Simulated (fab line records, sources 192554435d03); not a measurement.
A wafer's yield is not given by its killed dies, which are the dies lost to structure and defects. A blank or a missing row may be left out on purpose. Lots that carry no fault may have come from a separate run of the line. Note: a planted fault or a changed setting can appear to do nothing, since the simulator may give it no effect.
Chamber matching + flow n5Finfet + N5_MIM_TOP_LITHO_DESCUM_10 on rieDiel-04 has 4 sister chambers
The step chemistry O2, time 7.9 s. 18 wafers are shown with their chamber, then 9 later ones without.

EACH WAFER AND ITS CHAMBER
| wafer  | chamber | showerheadPlenumPTorr (Torr) | throttleValvePct (%) | rfVppV (V) |
|--------|---------|------------------------------|----------------------|------------|
| L077.2 | 0       | 2.02                         | 20.57                | 241.4      |
| L077.3 | 3       | 2.07                         | 20.33                | 243.1      |
| L077.4 | 1       | 1.98                         | 20.17                | 241.6      |
| L074.1 | 0       | 2.02                         | 20.56                | 242.1      |
| L074.3 | 1       | 1.98                         | 20.18                | 241.3      |
| L074.5 | 3       | 2.07                         | 20.32                | 242.6      |
| L078.1 | 0       | 2.02                         | 20.58                | 241.8      |
| L078.3 | 2       | 2.04                         | 20.42                | 243.1      |
| L078.6 | 0       | 2.02                         | 20.59                | 241.9      |
| L079.2 | 3       | 2.06                         | 20.36                | 242.0      |
| L079.3 | 0       | 2.02                         | 20.58                | 241.3      |
| L079.5 | 1       | 1.98                         | 20.18                | 241.9      |
| L082.1 | 0       | 2.02                         | 20.57                | 241.8      |
| L082.3 | 1       | 1.98                         | 20.19                | 241.1      |
| L082.6 | 3       | 2.06                         | 20.35                | 242.3      |
| L091.1 | 3       | 2.06                         | 20.00                | 242.9      |
| L091.4 | 2       | 2.03                         | 20.45                | 243.6      |
| L091.6 | 0       | 2.01                         | 20.62                | 241.6      |

SIGNATURES (means of the wafers above)
| reading               | chamber 0 | chamber 1 | chamber 2 | chamber 3 | scatter within a chamber |
|-----------------------|-----------|-----------|-----------|-----------|--------------------------|
| showerheadPlenumPTorr | 2.0186    | 1.9800    | 2.0350    | 2.0640    | 0.00427                  |
| throttleValvePct      | 20.5814   | 20.1800   | 20.4350   | 20.2720   | 0.083                    |
| rfVppV                | 241.700   | 241.475   | 243.350   | 242.580   | 0.355                    |
Rule: a wafer lies at a distance from a chamber equal to the root of the sum of squares, over the readings, of (its reading less the chamber's mean, divided by the reading's scatter). The wafer belongs to the nearest chamber; if the next one is less than 2 further off, it can't be placed. How the scatter is found: for the shown wafers, subtract from each reading the mean of its chamber, square and add these, divide the total by (wafers less chambers), then take the root.

WAFERS WITH NO CHAMBER GIVEN
| wafer  | showerheadPlenumPTorr (Torr) | throttleValvePct (%) | rfVppV (V) |
|--------|------------------------------|----------------------|------------|
| L089.2 | 2.03                         | 20.45                | 243.5      |
| L089.3 | 2.06                         | 20.00                | 241.1      |
| L089.5 | 2.01                         | 20.62                | 241.8      |
| L092.2 | 2.01                         | 20.63                | 241.8      |
| L092.3 | 2.05                         | 20.00                | 242.7      |
| L092.6 | 2.01                         | 20.62                | 241.5      |
| L096.3 | 2.05                         | 20.00                | 242.3      |
| L096.4 | 2.02                         | 20.49                | 240.7      |
| L096.5 | 2.02                         | 20.48                | 242.4      |

WHICH CHAMBER EACH ONE RAN IN
| wafer  | from the rows above     | in truth                   |
|--------|-------------------------|----------------------------|
| L089.2 | 2                       | 2                          |
| L089.3 | 3                       | 3                          |
| L089.5 | 0                       | 0                          |
| L092.2 | 0                       | 0                          |
| L092.3 | can't be placed: 3 or 2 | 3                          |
| L092.6 | 0                       | 0                          |
| L096.3 | 3                       | 3                          |
| L096.4 | 0                       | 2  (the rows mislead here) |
| L096.5 | 0                       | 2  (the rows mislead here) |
6 of 9 placed correctly. From these rows, 1 cannot be placed; in 1 the true chamber is one of the candidates. Placed wrongly: 2.
